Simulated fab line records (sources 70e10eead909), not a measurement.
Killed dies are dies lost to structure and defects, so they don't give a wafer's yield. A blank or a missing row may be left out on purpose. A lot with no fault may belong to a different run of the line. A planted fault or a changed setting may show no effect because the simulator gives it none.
fab line records	flow nand_harc
[record] lots = 11	wafers = 33	last_day = 33
route steps=1302 shown A_STAIRCASE@876 A_SGD_CUT@898 END@1302
lots that met no fault: from a run of the same line without faults
start_h: hours from the record's first day to the start of the lot's first wafer shown	wait_h: hours since the lot's step before	" repeats the value in the row above	L1.1+2: a single row standing in for several wafers	- either no value or no given start	* or withheld: withheld	< > ~ a bound
route shown NAME@n: NAME is a module with steps in the file, n the number in the route of the first one	usual: the fault-free wafers' mean and standard deviation	same: alike in all rows	chamber/n: place in a boat	sites: per-site readings	_std_site: standard deviation of those values	_edge_site: the outer-site mean with the inner-site mean subtracted	radius_mm: for every site, how far away it sits from the centre of the wafer	mask NAME#n: copy n	behind: the last tool/chamber to shape the wafer	hold: why the lot was held/for how many hours/how that ended	device: the n, p or np transistor that did not switch	end of line: the tests these same wafers got at the end of their route	for a step that has no rows: nothing shown but its recipe	killed: dies lost to structure and defects at the first sort, not the wafer's yield	map: the dies of a wafer, with x for killed, . for not killed, _ for no die there
set.NAME: the setting the step ran with; set.NAME@STEP: the setting that earlier step ran with	model.NAME: the simulator's own value behind a step, which no gauge read
a sample of lots followed through the steps of the route, with each step as a table and each wafer as a row
services: when a tool's chamber went out of use (start_h, in hours from the record's first day, below 0 if earlier), for how many hours, and the reason
[[steps]]
[step NHARC_A_STAIRCASE_CMP_450]
[recipe] target_thk_nm = 200	material = SiO2
[usual] motor_current_A = 12.1/1.7
lot.wafer	tool	chamber	start_h	wait_h	motor_current_A
L142.4	cmp-01	3	436.68	-	15.5
L142.1	"	0	"	"	12.0
L142.5	"	3	"	"	16.5
L144.1	cmp-04	0	470.59	-	11.1
L144.3	"	2	"	"	15.0
L144.5	"	1	"	"	11.4
L146.2	cmp-03	1	470.77	-	11.5
L146.3	"	2	"	"	13.5
L146.4	"	3	"	"	11.6
L149.2	cmp-03	0	485.97	-	10.7
L149.3	"	1	"	"	11.4
L149.6	"	2	"	"	12.7
L151.4	cmp-01	1	525.20	-	12.2
L151.2	"	2	"	"	9.8
L151.3	"	3	"	"	15.9
L158.3	cmp-03	3	591.48	-	10.9
L158.2	"	2	"	"	12.9
L158.6	"	0	"	"	12.1
L161.4	cmp-03	1	603.93	-	11.2
L161.1	"	0	"	"	12.5
L161.5	"	1	"	"	11.2
L160.3	cmp-03	1	604.22	-	10.4
L160.6	"	1	"	"	11.6
L160.5	"	2	"	"	12.8
L163.3	cmp-04	2	636.88	-	14.2
L163.1	"	3	"	"	10.2
L163.2	"	1	"	"	10.6
L164.2	cmp-04	3	651.14	-	10.4
L164.1	"	0	"	"	11.1
L164.6	"	2	"	"	14.4
L165.3	cmp-03	3	664.01	-	11.6
L165.1	"	1	"	"	12.1
L165.5	"	2	"	"	13.2
[step NHARC_A_STAIRCASE_STRIP_475]
[recipe] time_s = 20	o2_flow_sccm = 500	ar_flow_sccm = 0	bias_w = 0	chemistry = O2
[usual] drypump_motor_current_A = 5.8/0.51	o2_flow_sccm = 499.9/1.6	oes_product_au = 1.001/0.0092	rf_vpp_V = 57.6/0.93	showerhead_plenum_p_Torr = 3.49/0.11	throttle_valve_pct = 17.035/0.0083
lot.wafer	tool	chamber	start_h	wait_h	drypump_motor_current_A	o2_flow_sccm	oes_product_au	rf_hours_counter_h	rf_vpp_V	showerhead_plenum_p_Torr	throttle_valve_pct
L142.4	rie_diel-10	0	-	-	5.6	500.5	1.014	2	57.5	3.30	17.038
L142.1	"	2	"	"	6.0	500.7	0.999	2	58.4	3.65	17.023
L142.5	"	0	"	"	5.6	501.6	1.008	-	56.0	3.30	17.019
L144.3	rie_diel-10	3	-	-	5.0	502.3	1.011	16	58.0	3.58	17.035
L144.1	"	0	"	"	5.7	502.6	1.005	14	58.0	3.29	17.037
L144.5	"	0	"	"	5.7	499.6	1.013	-	55.9	3.29	17.023
L146.4	rie_diel-10	0	-	-	5.6	500.5	1.006	14	57.7	3.29	17.051
L146.3	"	1	"	"	6.5	499.4	0.990	13	58.8	3.50	17.039
L146.2	"	2	"	"	5.9	501.1	0.987	15	58.3	3.64	17.034
L149.3	rie_diel-12	3	-	-	6.0	500.5	1.007	12	58.1	3.56	17.053
L149.2	"	2	"	"	5.8	501.4	0.997	13	58.5	3.51	17.042
L149.6	"	0	"	"	6.1	498.9	0.987	-	56.1	3.43	17.031
L151.2	rie_diel-06	1	-	-	6.0	501.7	1.004	11	57.9	3.32	17.036
L151.4	"	2	"	"	4.6	501.4	0.999	11	59.1	3.56	17.030
L151.3	"	3	"	"	5.4	499.5	1.011	11	57.3	3.45	17.035
L158.3	rie_diel-10	1	-	-	6.5	502.3	0.997	59	59.9	3.47	17.024
L158.2	"	3	"	"	5.0	499.9	1.004	55	57.7	3.56	17.048
L158.6	"	2	"	"	5.9	501.1	0.985	-	58.7	3.61	17.042
L161.1	rie_diel-12	3	-	-	6.0	497.4	1.010	50	57.3	3.54	17.025
L161.4	"	2	"	"	5.8	499.5	0.990	49	57.2	3.49	17.042
L161.5	"	0	"	"	6.1	500.1	0.985	-	58.9	3.41	17.025
L160.3	rie_diel-06	1	605.37	0.1	6.0	497.7	1.003	43	55.8	3.31	17.037
L160.6	"	1	"	"	6.0	495.0	1.004	-	57.3	3.31	17.055
L160.5	"	2	"	"	4.6	499.2	1.001	-	57.8	3.54	17.023
L163.3	rie_diel-06	3	638.06	0.2	5.3	499.9	1.014	52	57.1	3.43	17.025
L163.2	"	0	"	"	6.4	499.2	0.999	51	57.8	3.55	17.039
L163.1	"	1	"	"	6.0	502.5	1.018	52	57.8	3.30	17.042
L164.2	rie_diel-10	0	-	-	5.6	499.5	1.011	12	58.7	3.80	17.044
L164.1	"	1	"	"	6.5	499.5	1.006	14	57.8	3.46	17.034
L164.6	"	3	"	"	5.0	500.1	1.005	-	57.3	3.55	17.040
L165.3	rie_diel-12	0	-	-	6.1	499.0	0.995	15	58.6	3.40	17.049
L165.1	"	1	"	"	5.9	498.1	0.984	14	57.7	3.46	17.037
L165.5	"	1	"	"	5.9	501.9	0.992	-	56.9	3.46	17.029
[step NHARC_A_SGD_CUT_EXPOSE_06]
[recipe] na = 1.35	dose_mj = 85.59	mask_id = SGD
[usual] exposure_dose_mJ_cm2 = 85.58/0.085	focus_offset_nm = 0.0/0.55
lot.wafer	tool	chamber	start_h	wait_h	mask	exposure_dose_mJ_cm2	focus_offset_nm
L142.1	arfi_scanner-02	0	439.11	-	SGD#0	85.64	0.5
L142.4	"	0	"	"	SGD#0	85.70	-0.6
L142.5	"	0	"	"	SGD#0	85.73	-0.2
L144.1	arfi_scanner-01	0	473.89	-	SGD#0	85.66	0.8
L144.3	"	0	"	"	SGD#0	85.63	-0.4
L144.5	"	0	"	"	SGD#0	85.67	0.7
L146.2	arfi_scanner-02	0	474.08	-	SGD#0	85.46	-0.4
L146.3	"	0	"	"	SGD#0	85.54	0.6
L146.4	"	0	"	"	SGD#0	85.53	-0.1
L149.2	arfi_scanner-02	0	488.40	-	SGD#0	85.63	0.6
L149.3	"	0	"	"	SGD#0	85.61	0.1
L149.6	"	0	"	"	SGD#0	85.61	0.4
L151.2	arfi_scanner-01	0	527.74	-	SGD#0	85.59	-0.2
L151.3	"	0	"	"	SGD#0	85.59	0.5
L151.4	"	0	"	"	SGD#0	85.58	0.5
L158.2	arfi_scanner-02	0	593.94	-	SGD#0	93.63	0.5
L158.3	"	0	"	"	SGD#0	93.68	-0.8
L158.6	"	0	"	"	SGD#0	93.68	-0.2
L161.1	arfi_scanner-02	0	606.29	-	SGD#0	92.04	0.5
L161.4	"	0	"	"	SGD#0	92.10	0.1
L161.5	"	0	"	"	SGD#0	92.00	0.3
L160.3	arfi_scanner-02	0	606.61	-	SGD#0	90.77	0.6
L160.5	"	0	"	"	SGD#0	90.72	0.6
L160.6	"	0	"	"	SGD#0	90.81	-0.2
L163.1	arfi_scanner-01	0	639.59	-	SGD#0	85.57	0.5
L163.2	"	0	"	"	SGD#0	85.57	-0.1
L163.3	"	0	"	"	SGD#0	85.55	0.2
L164.1	arfi_scanner-03	0	653.56	-	SGD#0	85.68	-0.5
L164.2	"	0	"	"	SGD#0	85.64	0.1
L164.6	"	0	"	"	SGD#0	85.61	-0.2
L165.1	arfi_scanner-01	0	666.48	-	SGD#0	85.58	-1.1
L165.3	"	0	"	"	SGD#0	85.58	-1.7
L165.5	"	0	"	"	SGD#0	85.56	-0.4
[step NHARC_A_SGD_CUT_CD_MEAS_09]
[recipe] target_cd_nm = 100	landing_energy_ev = 500
[usual] cd_nm = 100.1/0.5
lot.wafer	tool	chamber	start_h	wait_h	cd_nm
L142.1	cd_sem-02	0	439.25	-	100.3
L142.4	"	0	"	"	100.6
L142.5	"	0	"	"	100.2
L144.1	cd_sem-03	0	474.03	-	99.0
L144.3	"	0	"	"	99.4
L144.5	"	0	"	"	100.1
L146.2	cd_sem-03	0	474.22	-	100.1
L146.3	"	0	"	"	99.4
L146.4	"	0	"	"	100.0
L149.2	cd_sem-01	0	488.54	-	99.8
L149.3	"	0	"	"	99.7
L149.6	"	0	"	"	99.7
L151.2	cd_sem-03	0	527.87	-	100.6
L151.3	"	0	"	"	100.3
L151.4	"	0	"	"	100.0
L158.2	cd_sem-03	0	594.08	-	106.0
L158.3	"	0	"	"	106.3
L158.6	"	0	"	"	106.3
L161.1	cd_sem-01	0	606.43	-	105.2
L161.4	"	0	"	"	105.9
L161.5	"	0	"	"	105.4
L160.3	cd_sem-02	0	606.75	-	103.0
L160.5	"	0	"	"	104.3
L160.6	"	0	"	"	104.1
L163.1	cd_sem-02	0	639.73	-	100.9
L163.2	"	0	"	"	99.8
L163.3	"	0	"	"	100.8
L164.1	cd_sem-03	0	653.69	-	100.8
L164.2	"	0	"	"	99.5
L164.6	"	0	"	"	100.2
L165.1	cd_sem-03	0	666.63	-	100.1
L165.3	"	0	"	"	100.7
L165.5	"	0	"	"	100.0
[step NHARC_A_SGD_CUT_ETCH_58]
[recipe] target_depth_a = 390	over_etch_frac = 0.3	time_s = 65	ion_energy_ev = 80	cf4_flow_sccm = 150	ar_flow_sccm = 0	rf_w = 300	bias_w = 100	chemistry = CF4
[usual] drypump_motor_current_A = 5.7/0.49	oes_product_au = 0.997/0.0097	rf_vpp_V = 151.0/1.3	showerhead_plenum_p_Torr = 1.76/0.08	throttle_valve_pct = 13.284/0.0091
lot.wafer	tool	chamber	start_h	wait_h	drypump_motor_current_A	oes_product_au	rf_hours_counter_h	rf_vpp_V	showerhead_plenum_p_Torr	throttle_valve_pct
L142.1	rie_diel-01	2	439.52	0.1	5.4	0.995	3	149.6	1.65	13.292
L142.4	"	3	"	"	5.2	0.997	5	151.0	1.73	13.290
L142.5	"	2	"	"	5.4	0.997	-	150.0	1.65	13.276
L144.1	rie_diel-01	0	474.30	0.1	5.1	1.011	9	150.1	1.65	13.291
L144.3	"	2	"	"	5.4	0.993	5	149.8	1.65	13.288
L144.5	"	0	"	"	5.1	1.012	-	149.3	1.65	13.270
L146.2	rie_diel-11	0	474.51	0.1	5.8	0.998	2	151.7	1.68	13.267
L146.3	"	2	"	"	5.7	1.000	2	152.3	1.89	13.281
L146.4	"	3	"	"	5.2	0.990	2	150.7	1.69	13.270
L149.2	rie_diel-11	1	488.82	0.1	6.2	0.984	3	153.4	1.83	13.286
L149.3	"	3	"	"	5.2	0.976	3	149.4	1.69	13.296
L149.6	"	3	"	"	5.2	0.992	-	148.9	1.69	13.276
L151.2	rie_diel-11	0	528.15	0.1	5.8	1.004	8	148.8	1.68	13.291
L151.4	"	1	"	"	6.2	0.995	8	151.5	1.82	13.286
L151.3	"	2	"	"	5.7	1.002	4	151.5	1.88	13.300
L158.2	rie_diel-01	0	594.35	0.1	5.1	1.005	2	148.4	1.65	13.302
L158.3	"	1	"	"	6.6	1.004	2	152.1	1.85	13.278
L158.6	"	0	"	"	5.1	1.015	-	149.7	1.65	13.275
L161.4	rie_diel-11	1	606.71	0.1	6.1	0.990	14	152.0	1.82	13.282
L161.1	"	2	"	"	5.7	1.004	10	152.0	1.88	13.275
L161.5	"	3	"	"	5.2	1.002	-	149.2	1.68	13.285
L160.3	rie_diel-01	1	607.03	0.1	6.5	0.995	3	150.9	1.85	13.284
L160.5	"	2	"	"	5.5	0.991	-	149.9	1.64	13.293
L160.6	"	3	"	"	5.2	1.004	-	150.6	1.72	13.289
L163.1	rie_diel-11	0	640.28	0.3	5.8	0.992	1	149.7	1.68	13.288
L163.2	"	1	"	"	6.1	1.001	1	152.7	1.82	13.295
L163.3	"	2	"	"	5.7	1.012	1	152.0	1.88	13.296
L164.2	rie_diel-11	0	653.97	0.1	5.9	0.983	1	150.1	1.68	13.280
L164.1	"	1	"	"	6.2	0.998	2	153.1	1.82	13.288
L164.6	"	0	"	"	5.9	0.984	-	150.6	1.68	13.289
L165.3	rie_diel-01	3	666.90	0.1	5.2	0.998	9	150.4	1.72	13.280
L165.1	"	2	"	"	5.4	0.999	10	148.0	1.64	13.292
L165.5	"	0	"	"	5.1	1.001	-	149.6	1.65	13.292
[step NHARC_END_SORT_01]
[recipe] temp_c = 25
[usual] killed_at_array = 55/19	killed_at_other = 0.6/0.99	killed_at_periphery = 4.2/2.6	killed_dies = 60/18	killed_open = 3.4/1.7	killed_short = 2.3/1.5
[same] gross_dies = 677
lot.wafer	tool	chamber	start_h	wait_h	killed_at_array	killed_at_other	killed_at_periphery	killed_dies	killed_open	killed_short
L142.1	prober-02	0	563.61	2.5	81	0	2	83	3	3
L142.4	prober-02	0	566.04	3.4	67	1	2	70	3	4
L142.5	prober-02	0	566.85	3.7	62	1	7	70	3	1
L146.2	prober-02	0	596.52	2.8	30	2	6	38	4	0
L146.3	prober-02	0	597.31	3.1	28	1	5	34	4	3
L146.4	prober-02	0	598.10	3.4	19	4	2	25	1	0
L144.1	prober-02	0	603.52	2.5	76	1	2	79	7	3
L144.3	prober-02	0	605.15	3.2	80	1	4	85	2	5
L144.5	prober-02	0	606.79	3.8	74	0	1	75	5	3
L149.2	prober-02	0	615.93	2.8	79	0	3	82	3	2
L149.3	prober-02	0	616.73	3.1	77	0	6	83	2	2
L149.6	prober-02	0	619.13	4.0	65	0	7	72	4	3
L151.2	prober-01	0	653.97	2.8	54	2	2	58	3	2
L151.3	prober-01	0	654.77	3.1	57	0	6	63	3	3
L151.4	prober-01	0	655.57	3.4	66	0	3	69	2	2
L158.2	prober-01	0	715.94	2.8	67	2	0	69	3	1
L158.3	prober-01	0	716.74	3.1	64	1	2	67	3	2
L158.6	prober-01	0	719.14	4.0	59	0	2	61	3	0
L161.1	prober-01	0	732.79	2.8	36	0	6	42	5	3
L161.4	prober-01	0	735.17	3.7	40	0	3	43	3	3
L161.5	prober-01	0	735.96	4.0	29	0	3	32	5	3
L160.3	prober-02	0	737.99	3.1	92	0	8	100	4	2
L160.5	prober-02	0	739.59	3.7	88	2	4	94	3	2
L160.6	prober-02	0	740.39	4.0	83	0	8	91	1	2
L163.1	prober-02	0	764.99	2.5	45	1	7	53	6	4
L163.2	prober-02	0	765.79	2.8	45	1	5	51	9	6
L163.3	prober-02	0	766.60	3.1	39	0	3	42	4	2
L164.1	prober-01	0	777.61	2.4	62	0	16	78	7	0
L164.2	prober-01	0	778.40	2.7	70	0	5	75	1	2
L164.6	prober-01	0	781.58	4.0	46	0	10	56	0	2
L165.1	prober-02	0	796.74	2.5	38	0	7	45	1	1
L165.3	prober-02	0	798.34	3.1	41	0	10	51	4	2
L165.5	prober-02	0	799.94	3.7	49	0	6	55	4	1
// killed by level:class
L142.1 A_SLIT:chamber_film_flake=24 A_CHANNEL_HOLE_D2:chamber_film_flake=18 A_CHANNEL_HOLE_D1:chamber_film_flake=17 A_CONTACT:chamber_film_flake=7 A_WL_FILL:chamber_film_flake=5 A_DECK1_JOINT:chamber_film_flake=2 P_CONTACT:geometric_particle:open=1 A_ONON_D1:geometric_particle:short=1
L142.4 A_CHANNEL_HOLE_D1:chamber_film_flake=16 A_SLIT:chamber_film_flake=16 A_CHANNEL_HOLE_D2:chamber_film_flake=13 A_CONTACT:chamber_film_flake=8 A_WL_FILL:chamber_film_flake=5 P_CONTACT:chamber_film_flake=2 A_ONON_D1:geometric_particle:short=1 A_CHANNEL_HOLE_D1:geometric_particle:open=1
L142.5 A_CHANNEL_HOLE_D1:chamber_film_flake=15 A_CHANNEL_HOLE_D2:chamber_film_flake=13 A_SLIT:chamber_film_flake=13 A_CONTACT:chamber_film_flake=11 A_WL_FILL:chamber_film_flake=6 P_CONTACT:chamber_film_flake=5 P_GATE:geometric_particle:open=1 P_M0:geometric_particle:open=1
L146.2 A_CHANNEL_HOLE_D2:chamber_film_flake=9 P_GATE:chamber_film_flake=6 A_CHANNEL_HOLE_D1:chamber_film_flake=6 A_M1:chamber_film_flake=4 A_STAIRCASE:chamber_film_flake=3 A_DECK1_JOINT:geometric_particle:open=2 A_SLIT:chamber_film_flake=2 A_CONTACT:chamber_film_flake=2
L146.3 A_CHANNEL_HOLE_D2:chamber_film_flake=11 A_CONTACT:chamber_film_flake=6 P_GATE:chamber_film_flake=4 A_CHANNEL_HOLE_D1:chamber_film_flake=3 A_M1:chamber_film_flake=2 P_CONTACT:geometric_particle:short=1 A_DECK1_JOINT:geometric_particle:open=1 A_DECK1_JOINT:geometric_particle:short=1
L146.4 A_CHANNEL_HOLE_D2:chamber_film_flake=7 A_CHANNEL_HOLE_D1:chamber_film_flake=4 THIN_TSV:chamber_film_flake=4 A_STAIRCASE:chamber_film_flake=3 P_GATE:chamber_film_flake=2 A_CONTACT:chamber_film_flake=2 A_BLC:geometric_particle:open=1 A_DECK1_JOINT:chamber_film_flake=1
L144.1 A_CHANNEL_HOLE_D2:chamber_film_flake=26 A_SLIT:chamber_film_flake=26 A_STAIRCASE:chamber_film_flake=6 A_CHANNEL_HOLE_D1:chamber_film_flake=3 A_M1:chamber_film_flake=3 A_DECK1_JOINT:geometric_particle:open=2 A_ONON_D2:geometric_particle:open=2 A_CHANNEL_FILL_D2:chamber_film_flake=2
L144.3 A_CHANNEL_HOLE_D2:chamber_film_flake=36 A_SLIT:chamber_film_flake=22 A_STAIRCASE:chamber_film_flake=8 A_CHANNEL_HOLE_D1:chamber_film_flake=5 P_M2:chamber_film_flake=3 A_CHANNEL_FILL_D1:geometric_particle:short=2 P_M0:geometric_particle:short=1 A_CHANNEL_HOLE_D1:geometric_particle:short=1
L144.5 A_SLIT:chamber_film_flake=30 A_CHANNEL_HOLE_D2:chamber_film_flake=25 A_CHANNEL_HOLE_D1:chamber_film_flake=5 A_STAIRCASE:chamber_film_flake=2 A_SGD_CUT:chamber_film_flake=2 P_GATE:geometric_particle:open=1 A_ONON_D1:geometric_particle:short=1 A_ONON_D1:geometric_particle:open=1
L149.2 A_CHANNEL_HOLE_D2:chamber_film_flake=34 A_CHANNEL_HOLE_D1:chamber_film_flake=27 A_STAIRCASE:chamber_film_flake=5 A_CONTACT:chamber_film_flake=4 P_ZERO_WELL:chamber_film_flake=2 A_SLIT:chamber_film_flake=2 A_CHANNEL_HOLE_D1:geometric_particle:open=1 A_CHANNEL_FILL_D1:geometric_particle:short=1
L149.3 A_CHANNEL_HOLE_D2:chamber_film_flake=34 A_CHANNEL_HOLE_D1:chamber_film_flake=26 A_CONTACT:chamber_film_flake=4 P_BONDPAD:chamber_film_flake=3 A_SLIT:chamber_film_flake=3 P_GATE:chamber_film_flake=2 A_STAIRCASE:chamber_film_flake=2 A_BLC:chamber_film_flake=2
L149.6 A_CHANNEL_HOLE_D1:chamber_film_flake=27 A_CHANNEL_HOLE_D2:chamber_film_flake=23 P_GATE:chamber_film_flake=5 A_STAIRCASE:chamber_film_flake=3 A_BLC:geometric_particle:open=2 A_SLIT:chamber_film_flake=2 A_CONTACT:chamber_film_flake=2 P_GATE:geometric_particle:open=1
L151.2 A_SLIT:chamber_film_flake=30 A_CHANNEL_HOLE_D2:chamber_film_flake=8 A_CHANNEL_HOLE_D1:chamber_film_flake=4 A_STAIRCASE:chamber_film_flake=3 A_CONTACT:chamber_film_flake=3 P_CONTACT:geometric_particle:open=1 A_CHANNEL_FILL_D2:geometric_particle:open=1 A_WL_FILL:geometric_particle:short=1
L151.3 A_SLIT:chamber_film_flake=35 A_CHANNEL_HOLE_D2:chamber_film_flake=8 A_CONTACT:chamber_film_flake=7 A_CHANNEL_HOLE_D1:chamber_film_flake=3 P_CONTACT:chamber_film_flake=2 P_CONTACT:geometric_particle:open=1 P_M0:geometric_particle:open=1 P_M0:geometric_particle:short=1
L151.4 A_SLIT:chamber_film_flake=33 A_CHANNEL_HOLE_D2:chamber_film_flake=14 A_CHANNEL_HOLE_D1:chamber_film_flake=7 A_CONTACT:chamber_film_flake=5 A_CHANNEL_FILL_D2:chamber_film_flake=2 A_WL_FILL:chamber_film_flake=2 P_CONTACT:geometric_particle:open=1 P_M1:geometric_particle:open=1
L158.2 A_SLIT:chamber_film_flake=33 A_CHANNEL_HOLE_D1:chamber_film_flake=25 A_STAIRCASE:chamber_film_flake=2 A_CONTACT:chamber_film_flake=2 THIN_TSV:chamber_film_flake=2 A_ONON_D1:geometric_particle:short=1 A_CHANNEL_FILL_D1:geometric_particle:open=1 A_BLC:geometric_particle:open=1
L158.3 A_CHANNEL_HOLE_D1:chamber_film_flake=36 A_SLIT:chamber_film_flake=21 A_CONTACT:chamber_film_flake=3 P_CONTACT:geometric_particle:open=1 A_ONON_D1:geometric_particle:short=1 A_CHANNEL_FILL_D1:geometric_particle:open=1 A_ONON_D2:geometric_particle:short=1 P_GATE:chamber_film_flake=1
L158.6 A_CHANNEL_HOLE_D1:chamber_film_flake=25 A_SLIT:chamber_film_flake=24 A_CONTACT:chamber_film_flake=5 A_CHANNEL_FILL_D1:geometric_particle:open=2 A_DECK1_JOINT:chamber_film_flake=2 P_M1:geometric_particle:open=1 P_GATE:chamber_film_flake=1 A_STAIRCASE:chamber_film_flake=1
L161.1 A_CHANNEL_HOLE_D1:chamber_film_flake=16 A_SLIT:chamber_film_flake=8 A_STAIRCASE:chamber_film_flake=3 A_WL_FILL:chamber_film_flake=3 A_CONTACT:geometric_particle:open=2 A_CONTACT:chamber_film_flake=2 P_CONTACT:geometric_particle:short=1 P_CONTACT:geometric_particle:open=1
L161.4 A_CHANNEL_HOLE_D1:chamber_film_flake=18 A_SLIT:chamber_film_flake=8 A_CONTACT:chamber_film_flake=5 A_DECK1_JOINT:geometric_particle:short=3 A_WL_FILL:chamber_film_flake=3 P_GATE:geometric_particle:open=1 P_M1:geometric_particle:open=1 A_CONTACT:geometric_particle:open=1
L161.5 A_CHANNEL_HOLE_D1:chamber_film_flake=13 A_SLIT:chamber_film_flake=4 A_WL_FILL:chamber_film_flake=3 A_STAIRCASE:chamber_film_flake=2 P_M0:geometric_particle:open=1 P_M2:geometric_particle:short=1 A_CHANNEL_FILL_D1:geometric_particle:open=1 A_DECK1_JOINT:geometric_particle:short=1
L160.3 A_CHANNEL_HOLE_D1:chamber_film_flake=36 A_SLIT:chamber_film_flake=20 A_CHANNEL_HOLE_D2:chamber_film_flake=20 P_M2:chamber_film_flake=6 A_CONTACT:chamber_film_flake=6 A_STAIRCASE:chamber_film_flake=3 A_CHANNEL_FILL_D2:chamber_film_flake=2 P_GATE:geometric_particle:open=1
L160.5 A_CHANNEL_HOLE_D1:chamber_film_flake=34 A_CHANNEL_HOLE_D2:chamber_film_flake=21 A_SLIT:chamber_film_flake=19 A_CONTACT:chamber_film_flake=6 P_M2:chamber_film_flake=3 A_CHANNEL_HOLE_D1:geometric_particle:open=2 A_CHANNEL_FILL_D2:chamber_film_flake=2 THIN_TSV:chamber_film_flake=2
L160.6 A_SLIT:chamber_film_flake=24 A_CHANNEL_HOLE_D1:chamber_film_flake=22 A_CHANNEL_HOLE_D2:chamber_film_flake=22 A_CONTACT:chamber_film_flake=8 P_CONTACT:chamber_film_flake=3 P_M2:chamber_film_flake=3 A_DECK1_JOINT:chamber_film_flake=2 P_ZERO_WELL:geometric_particle:short=1
L163.1 A_SLIT:chamber_film_flake=36 P_ZERO_WELL:chamber_film_flake=3 P_CONTACT:geometric_particle:open=2 A_CHANNEL_FILL_D1:geometric_particle:open=2 A_CHANNEL_HOLE_D1:unspecified=2 P_GATE:geometric_particle:short=1 P_CONTACT:geometric_particle:short=1 A_ONON_D1:geometric_particle:open=1
L163.2 A_SLIT:chamber_film_flake=28 A_ONON_D1:geometric_particle:short=2 A_CHANNEL_HOLE_D1:chamber_film_flake=2 P_CONTACT:geometric_particle:open=1 P_M0:geometric_particle:open=1 P_M1:geometric_particle:open=1 P_M1:geometric_particle:short=1 A_SOURCE_PLATE:geometric_particle:open=1
L163.3 A_SLIT:chamber_film_flake=29 P_M1:geometric_particle:open=1 A_CHANNEL_FILL_D1:geometric_particle:open=1 A_ONON_D2:geometric_particle:short=1 A_CHANNEL_HOLE_D2:geometric_particle:open=1 A_CONTACT:geometric_particle:open=1 A_CONTACT:geometric_particle:short=1 P_ZERO_WELL:chamber_film_flake=1
L164.1 A_CHANNEL_HOLE_D2:chamber_film_flake=30 A_CONTACT:chamber_film_flake=13 P_STI:chamber_film_flake=12 A_SLIT:chamber_film_flake=7 A_STAIRCASE:chamber_film_flake=3 P_CONTACT:geometric_particle:open=2 A_ONON_D2:geometric_particle:open=2 A_CHANNEL_FILL_D2:chamber_film_flake=2
L164.2 A_CHANNEL_HOLE_D2:chamber_film_flake=34 A_CONTACT:chamber_film_flake=16 A_SLIT:chamber_film_flake=7 A_STAIRCASE:chamber_film_flake=6 P_STI:chamber_film_flake=3 A_ONON_D2:geometric_particle:short=1 A_CHANNEL_HOLE_D2:geometric_particle:short=1 A_WL_FILL:geometric_particle:open=1
L164.6 A_CHANNEL_HOLE_D2:chamber_film_flake=23 A_CONTACT:chamber_film_flake=9 A_SLIT:chamber_film_flake=7 P_STI:chamber_film_flake=4 A_STAIRCASE:chamber_film_flake=4 P_CONTACT:geometric_particle:short=2 P_GATE:chamber_film_flake=2 P_M2:chamber_film_flake=2
L165.1 A_SLIT:chamber_film_flake=33 P_GATE:chamber_film_flake=5 P_CONTACT:geometric_particle:short=1 A_BLC:geometric_particle:open=1 P_STI:chamber_film_flake=1 A_ZERO_WELL:chamber_film_flake=1 A_DECK1_JOINT:chamber_film_flake=1 A_CHANNEL_FILL_D2:chamber_film_flake=1
L165.3 A_SLIT:chamber_film_flake=33 P_GATE:chamber_film_flake=6 A_DECK1_JOINT:geometric_particle:open=2 A_STAIRCASE:chamber_film_flake=2 P_CONTACT:geometric_particle:short=1 P_BONDPAD:geometric_particle:open=1 A_WL_FILL:geometric_particle:short=1 A_WL_FILL:geometric_particle:open=1
L165.5 A_SLIT:chamber_film_flake=37 A_STAIRCASE:chamber_film_flake=4 P_GATE:chamber_film_flake=2 A_CHANNEL_HOLE_D2:chamber_film_flake=2 P_CONTACT:geometric_particle:open=1 P_M0:geometric_particle:open=1 A_DECK1_JOINT:geometric_particle:open=1 A_CHANNEL_FILL_D2:geometric_particle:short=1
[[services]]
tool	chamber	start_h	hours	kind
rie_diel-10	-	419.65	9.0	pm
arfi_scanner-01	-	424.00	4.0	pm
rie_diel-11	-	432.50	9.0	pm
cmp-03	-	436.96	1.8	repair
rie_diel-01	-	440.88	4.2	repair
cmp-03	-	456.08	4.0	pm
cmp-03	-	474.61	0.4	repair
rie_diel-11	2	480.83	24.2	repair
arfi_scanner-02	-	484.00	4.0	pm
arfi_scanner-01	-	504.46	0.2	repair
arfi_scanner-01	-	507.87	3.3	repair
rie_diel-11	2	520.65	6.3	repair
rie_diel-11	3	535.36	21.3	repair
rie_diel-11	2	539.79	16.3	repair
rie_diel-11	-	541.86	1.2	repair
cmp-03	-	554.08	4.0	pm
rie_diel-01	-	558.12	9.0	pm
arfi_scanner-01	-	558.55	0.2	repair
rie_diel-01	0	596.18	2.5	repair
rie_diel-10	-	596.69	9.0	pm
rie_diel-11	-	609.50	9.0	pm
arfi_scanner-02	-	616.50	2.1	repair
cmp-03	-	652.08	4.0	pm
arfi_scanner-02	-	656.00	4.0	pm
[[key]]
[first_sign] step = NHARC_A_SGD_CUT_EXPOSE_06	reading = exposure_dose_mJ_cm2	direction = up	sigmas = 77	usual = 85.58	struck = 92.16
[effect] step = NHARC_A_SGD_CUT_CD_MEAS_09	reading = cd_nm	direction = up	sigmas = 10	usual = 100.1	struck = 105.2	through = control_loop
met_at NHARC_A_SGD_CUT_EXPOSE_06
struck_lots L158,L160,L161
tester_left_out L158,L160,L161
[loop_trim] step = NHARC_A_SGD_CUT_EXPOSE_06	setting = dose	lots = L160,L161
not_acting_at NHARC_A_STAIRCASE_CMP_450,NHARC_A_STAIRCASE_STRIP_475,NHARC_A_SGD_CUT_ETCH_58
onset_between 488.40 593.94
[fault] kind = process_parameter_drift	tool = arfi_scanner-02	chamber = -	onset_h = 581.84	steps = NHARC_A_SGD_CUT_EXPOSE_06	channel = dose_mj	offset = 8.1272	shape = step	acts_in = these_recipes_only	stated = 85.59
// tester_left_out: of these lots the tester's yield and bins aren't shown, on N5 and GAA mostly nor the transistor test; their killed dies are dies lost to structure and defects alone, not to doping, threshold or leakage, so they don't give the yield
// loop_trim: a control loop set the setting to another value than it would have without faults
